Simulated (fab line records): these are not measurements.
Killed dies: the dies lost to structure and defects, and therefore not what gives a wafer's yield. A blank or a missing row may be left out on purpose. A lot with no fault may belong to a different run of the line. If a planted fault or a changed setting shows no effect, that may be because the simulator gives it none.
Which tool did it? || flow nandHarc || 39 wafers from 13 lots sampled at 6 of the route's 1302 steps

== WHAT EACH GAUGE READ, for each wafer ==
NHARC_P_START_INSPECT_01.
{"lot": "L258", "measured": "day 1 20:02", "on": "defectInspect-01", "rawDefectCount": "4 5 3"}
{"lot": "L259", "measured": "day 2 06:02", "on": "defectInspect-02", "rawDefectCount": "3 5 3"}
{"lot": "L261", "measured": "day 3 02:02", "on": "defectInspect-01", "rawDefectCount": "3 4 5"}
{"lot": "L263", "measured": "day 3 22:03", "on": "defectInspect-01", "rawDefectCount": "1 9 6"}
{"lot": "L265", "measured": "day 4 18:02", "on": "defectInspect-02", "rawDefectCount": "5 3 5"}
{"lot": "L266", "measured": "day 5 04:03", "on": "defectInspect-02", "rawDefectCount": "3 4 5"}
{"lot": "L268", "measured": "day 6 00:02", "on": "defectInspect-02", "rawDefectCount": "1 5 1"}
{"lot": "L269", "measured": "day 6 10:02", "on": "defectInspect-02", "rawDefectCount": "3 3 5"}
{"lot": "L270", "measured": "day 6 20:02", "on": "defectInspect-01", "rawDefectCount": "2 4 4"}
{"lot": "L271", "measured": "day 7 06:02", "on": "defectInspect-02", "rawDefectCount": "1 4 9"}
{"lot": "L272", "measured": "day 7 16:02", "on": "defectInspect-02", "rawDefectCount": "3 5 2"}
{"lot": "L280", "measured": "day 11 00:02", "on": "defectInspect-01", "rawDefectCount": "4 0 5"}
{"lot": "L281", "measured": "day 11 10:02", "on": "defectInspect-01", "rawDefectCount": "5 5 7"}

NHARC_P_ZERO_WELL_CD_MEAS_37 targets a cd of 720 nm.
{"lot": "L258", "measured": "day 2 00:14", "on": "cdSem-02", "cdNm (nm)": "721.8 718.8 722.5"}
{"lot": "L259", "measured": "day 2 10:20", "on": "cdSem-01", "cdNm (nm)": "723.7 720.4 719.1"}
{"lot": "L261", "measured": "day 3 05:58", "on": "cdSem-03", "cdNm (nm)": "720.8 718.6 720.0"}
{"lot": "L263", "measured": "day 4 02:14", "on": "cdSem-01", "cdNm (nm)": "720.8 720.7 719.0"}
{"lot": "L265", "measured": "day 4 22:02", "on": "cdSem-01", "cdNm (nm)": "719.3 721.9 724.0"}
{"lot": "L266", "measured": "day 5 08:17", "on": "cdSem-01", "cdNm (nm)": "719.2 718.3 721.7"}
{"lot": "L268", "measured": "day 6 04:08", "on": "cdSem-03", "cdNm (nm)": "719.4 722.6 722.1"}
{"lot": "L269", "measured": "day 6 14:08", "on": "cdSem-03", "cdNm (nm)": "718.1 719.2 720.1"}
{"lot": "L270", "measured": "day 6 23:58", "on": "cdSem-03", "cdNm (nm)": "721.0 719.4 722.8"}
{"lot": "L271", "measured": "day 7 10:19", "on": "cdSem-03", "cdNm (nm)": "718.6 720.4 719.8"}
{"lot": "L272", "measured": "day 7 20:06", "on": "cdSem-02", "cdNm (nm)": "718.0 722.4 721.5"}
{"lot": "L280", "measured": "day 11 04:11", "on": "cdSem-01", "cdNm (nm)": "723.2 717.2 718.9"}
{"lot": "L281", "measured": "day 11 13:58", "on": "cdSem-02", "cdNm (nm)": "719.6 720.6 718.5"}

NHARC_P_STI_INSPECT_11.
{"lot": "L258", "measured": "day 2 20:02", "on": "defectInspect-01", "rawDefectCount": "3 6 7"}
{"lot": "L259", "measured": "day 3 06:26", "on": "defectInspect-01", "rawDefectCount": "9 5 6"}
{"lot": "L261", "measured": "day 4 00:47", "on": "defectInspect-02", "rawDefectCount": "5 7 5"}
{"lot": "L263", "measured": "day 4 22:06", "on": "defectInspect-01", "rawDefectCount": "7 3 5"}
{"lot": "L265", "measured": "day 5 17:41", "on": "defectInspect-02", "rawDefectCount": "7 3 9"}
{"lot": "L266", "measured": "day 6 03:51", "on": "defectInspect-01", "rawDefectCount": "6 5 8"}
{"lot": "L268", "measured": "day 7 04:16", "on": "defectInspect-01", "rawDefectCount": "4 2 5"}
{"lot": "L269", "measured": "day 7 11:03", "on": "defectInspect-01", "rawDefectCount": "9 11 6"}
{"lot": "L270", "measured": "day 7 18:57", "on": "defectInspect-01", "rawDefectCount": "560 575 568"}
{"lot": "L271", "measured": "day 8 04:58", "on": "defectInspect-02", "rawDefectCount": "9 8 5"}
{"lot": "L272", "measured": "day 8 14:53", "on": "defectInspect-02", "rawDefectCount": "534 499 531"}
{"lot": "L280", "measured": "day 11 23:43", "on": "defectInspect-01", "rawDefectCount": "2 4 15"}
{"lot": "L281", "measured": "day 12 08:06", "on": "defectInspect-02", "rawDefectCount": "3 5 1"}

NHARC_END_SORT_01.
{"lot": "L265", "measured": "day 28 00:13", "on": "prober-02", "killedAtArray": "99 91 98", "killedAtOther": "0 0 1", "killedAtPeriphery": "11 7 4", "killedDies": "110 98 103", "killedOpen": "6 2 2", "killedShort": "2 2 5"}
{"lot": "L268", "measured": "day 29 06:13", "on": "prober-02", "killedAtArray": "67 54 53", "killedAtOther": "1 0 0", "killedAtPeriphery": "6 0 1", "killedDies": "74 54 54", "killedOpen": "2 3 2", "killedShort": "4 1 2"}
{"lot": "L269", "measured": "day 29 05:22", "on": "prober-01", "killedAtArray": "58 50 49", "killedAtOther": "1 0 0", "killedAtPeriphery": "6 9 5", "killedDies": "65 59 54", "killedOpen": "2 2 3", "killedShort": "6 3 1"}
{"lot": "L270", "measured": "day 29 23:45", "on": "prober-02", "killedAtArray": "67 39 48", "killedAtOther": "0 0 0", "killedAtPeriphery": "339 355 350", "killedDies": "406 394 398", "killedOpen": "3 0 3", "killedShort": "2 3 1"}
{"lot": "L272", "measured": "day 30 08:26", "on": "prober-02", "killedAtArray": "49 37 44", "killedAtOther": "0 0 0", "killedAtPeriphery": "348 346 357", "killedDies": "397 383 401", "killedOpen": "0 8 4", "killedShort": "1 1 4"}

== WHAT TOOL EACH LOT RAN ON (gives the tool, then ch and the chambers of the sampled wafers, and finally the start) ==
{"lot": "L258", "NHARC_P_ZERO_WELL_DESCUM_39": "rieDiel-11 ch 2,3, day 2 00:27", "NHARC_P_STI_OXIDE_29": "furnace-06 ch 0, day 2 08:50"}
{"lot": "L259", "NHARC_P_ZERO_WELL_DESCUM_39": "rieDiel-05 ch 0,3, day 2 10:31", "NHARC_P_STI_OXIDE_29": "furnace-02 ch 0, day 2 19:02"}
{"lot": "L261", "NHARC_P_ZERO_WELL_DESCUM_39": "rieDiel-09 ch 1,2,3, day 3 06:07", "NHARC_P_STI_OXIDE_29": "furnace-06 ch 0, day 3 13:22"}
{"lot": "L263", "NHARC_P_ZERO_WELL_DESCUM_39": "rieDiel-11 ch 1,2, day 4 02:23", "NHARC_P_STI_OXIDE_29": "furnace-02 ch 0, day 4 10:44"}
{"lot": "L265", "NHARC_P_ZERO_WELL_DESCUM_39": "rieDiel-09 ch 0,1, day 4 22:13", "NHARC_P_STI_OXIDE_29": "furnace-02 ch 0, day 5 05:28"}
{"lot": "L266", "NHARC_P_ZERO_WELL_DESCUM_39": "rieDiel-09 ch 0,1,2, day 5 08:27", "NHARC_P_STI_OXIDE_29": "furnace-02 ch 0, day 5 16:32"}
{"lot": "L268", "NHARC_P_ZERO_WELL_DESCUM_39": "rieDiel-11 ch 0,2,3, day 6 04:17", "NHARC_P_STI_OXIDE_29": "furnace-06 ch 0, day 6 16:53"}
{"lot": "L269", "NHARC_P_ZERO_WELL_DESCUM_39": "rieDiel-09 ch 0,1,3, day 6 14:19", "NHARC_P_STI_OXIDE_29": "furnace-06 ch 0, day 6 23:35"}
{"lot": "L270", "NHARC_P_ZERO_WELL_DESCUM_39": "rieDiel-11 ch 0,1,3, day 7 00:08", "NHARC_P_STI_OXIDE_29": "furnace-06 ch 0, day 7 07:36"}
{"lot": "L271", "NHARC_P_ZERO_WELL_DESCUM_39": "rieDiel-09 ch 0,1,3, day 7 10:32", "NHARC_P_STI_OXIDE_29": "furnace-05 ch 0, day 7 17:31"}
{"lot": "L272", "NHARC_P_ZERO_WELL_DESCUM_39": "rieDiel-11 ch 0,1,3, day 7 20:22", "NHARC_P_STI_OXIDE_29": "furnace-06 ch 0, day 8 03:28"}
{"lot": "L280", "NHARC_P_ZERO_WELL_DESCUM_39": "rieDiel-11 ch 0,1, day 11 04:20", "NHARC_P_STI_OXIDE_29": "furnace-02 ch 0, day 11 12:28"}
{"lot": "L281", "NHARC_P_ZERO_WELL_DESCUM_39": "rieDiel-11 ch 0,1,3, day 11 14:07", "NHARC_P_STI_OXIDE_29": "furnace-05 ch 0, day 11 20:45"}
- NHARC_P_ZERO_WELL_DESCUM_39: chemistry O2, time 3 s.
- NHARC_P_STI_OXIDE_29: material SiO2, target thk 10 nm, ox time 1362 s.

== WHAT THE TOOLS THEMSELVES READ (means of the sampled wafers that have a number; where no wafer has one, the mark that the record gives instead) ==
NHARC_P_ZERO_WELL_DESCUM_39.
{"lot": "L258", "tool": "rieDiel-11", "drypumpMotorCurrentA (A)": 5.93, "oesProductAu (a.u.)": 1.009, "rfVppV (V)": 57.2, "showerheadPlenumPTorr (Torr)": 1.85, "throttleValvePct (%)": 11.311}
{"lot": "L259", "tool": "rieDiel-05", "drypumpMotorCurrentA (A)": 5.89, "oesProductAu (a.u.)": 0.988, "rfVppV (V)": 58.2, "showerheadPlenumPTorr (Torr)": 1.94, "throttleValvePct (%)": 11.322}
{"lot": "L261", "tool": "rieDiel-09", "drypumpMotorCurrentA (A)": 5.54, "oesProductAu (a.u.)": 0.994, "rfVppV (V)": 58.1, "showerheadPlenumPTorr (Torr)": 1.94, "throttleValvePct (%)": 11.309}
{"lot": "L263", "tool": "rieDiel-11", "drypumpMotorCurrentA (A)": 5.67, "oesProductAu (a.u.)": 1.018, "rfVppV (V)": 57.5, "showerheadPlenumPTorr (Torr)": 1.83, "throttleValvePct (%)": 11.312}
{"lot": "L265", "tool": "rieDiel-09", "drypumpMotorCurrentA (A)": 5.34, "oesProductAu (a.u.)": 1.008, "rfVppV (V)": 57.0, "showerheadPlenumPTorr (Torr)": 1.87, "throttleValvePct (%)": 11.304}
{"lot": "L266", "tool": "rieDiel-09", "drypumpMotorCurrentA (A)": 5.53, "oesProductAu (a.u.)": 1.001, "rfVppV (V)": 58.3, "showerheadPlenumPTorr (Torr)": 1.93, "throttleValvePct (%)": 11.309}
{"lot": "L268", "tool": "rieDiel-11", "drypumpMotorCurrentA (A)": 5.89, "oesProductAu (a.u.)": 0.995, "rfVppV (V)": 57.6, "showerheadPlenumPTorr (Torr)": 1.84, "throttleValvePct (%)": 11.305}
{"lot": "L269", "tool": "rieDiel-09", "drypumpMotorCurrentA (A)": 5.36, "oesProductAu (a.u.)": 1.006, "rfVppV (V)": 56.7, "showerheadPlenumPTorr (Torr)": 1.86, "throttleValvePct (%)": 11.307}
{"lot": "L270", "tool": "rieDiel-11", "drypumpMotorCurrentA (A)": 5.70, "oesProductAu (a.u.)": 0.993, "rfVppV (V)": 57.8, "showerheadPlenumPTorr (Torr)": 1.85, "throttleValvePct (%)": 11.306}
{"lot": "L271", "tool": "rieDiel-09", "drypumpMotorCurrentA (A)": 5.37, "oesProductAu (a.u.)": 1.005, "rfVppV (V)": 57.8, "showerheadPlenumPTorr (Torr)": 1.86, "throttleValvePct (%)": 11.307}
{"lot": "L272", "tool": "rieDiel-11", "drypumpMotorCurrentA (A)": 5.70, "oesProductAu (a.u.)": 0.999, "rfVppV (V)": 56.9, "showerheadPlenumPTorr (Torr)": 1.85, "throttleValvePct (%)": 11.313}
{"lot": "L280", "tool": "rieDiel-11", "drypumpMotorCurrentA (A)": 5.63, "oesProductAu (a.u.)": 1.010, "rfVppV (V)": 56.8, "showerheadPlenumPTorr (Torr)": 1.81, "throttleValvePct (%)": 11.319}
{"lot": "L281", "tool": "rieDiel-11", "drypumpMotorCurrentA (A)": 5.70, "oesProductAu (a.u.)": 0.995, "rfVppV (V)": 57.1, "showerheadPlenumPTorr (Torr)": 1.84, "throttleValvePct (%)": 11.315}

NHARC_P_STI_OXIDE_29.
{"lot": "L258", "tool": "furnace-06", "zonePowerBottomPct (%)": 27.4}
{"lot": "L259", "tool": "furnace-02", "zonePowerBottomPct (%)": 25.6}
{"lot": "L261", "tool": "furnace-06", "zonePowerBottomPct (%)": 27.4}
{"lot": "L263", "tool": "furnace-02", "zonePowerBottomPct (%)": 25.8}
{"lot": "L265", "tool": "furnace-02", "zonePowerBottomPct (%)": 25.6}
{"lot": "L266", "tool": "furnace-02", "zonePowerBottomPct (%)": 25.5}
{"lot": "L268", "tool": "furnace-06", "zonePowerBottomPct (%)": 27.3}
{"lot": "L269", "tool": "furnace-06", "zonePowerBottomPct (%)": 27.3}
{"lot": "L270", "tool": "furnace-06", "zonePowerBottomPct (%)": 27.6}
{"lot": "L271", "tool": "furnace-05", "zonePowerBottomPct (%)": 30.9}
{"lot": "L272", "tool": "furnace-06", "zonePowerBottomPct (%)": 27.5}
{"lot": "L280", "tool": "furnace-02", "zonePowerBottomPct (%)": 25.5}
{"lot": "L281", "tool": "furnace-05", "zonePowerBottomPct (%)": 31.1}

== THE ANSWER, worked out from the rows above alone ==
Rule: the lots themselves supply what counts as usual. The widest of any qualifying gaps counts: lots, ordered by their means at a reading, are off when they make up no more than a third of the lots, leave a main group of 4 or more, and stand apart from it by 3 or more times the standard deviation of that group's means. The tables above print the reading to a certain number of digits; a main group whose means all agree to those digits is not used. A lot without any number at a reading at which 4 lots or more have one is off too. All remaining lots with rows at the step are treated as sound. First the gauges in route order, then the tools' own readings, where a lot's mean is used as printed above. The first step at which some lot is off is used, and at that step the reading that is off furthest; a lot without a number counts as furthest.
Off at NHARC_P_STI_INSPECT_11 (rawDefectCount): L270, L272. Mean 6 and standard deviation 1.6 in the main group.
A tool fits if, at a process step before that reading, it ran every lot that is off, and no sound lot after the first of them. The gauges at NHARC_P_STI_INSPECT_11 are tried like those tools. One candidate fits, namely furnace-06 at NHARC_P_STI_OXIDE_29. A fault onset in the window from L269 (day 6 23:35, its last sound lot) to L270 (day 7 07:36, its first lot off) fits.

== WHAT WAS PUT IN BY THE SIMULATOR ==
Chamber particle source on furnace-06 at NHARC_P_STI_OXIDE_29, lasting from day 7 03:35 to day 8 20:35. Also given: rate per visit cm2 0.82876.
Struck lots among those shown: L270, L272. The rule given above showed the same thing.
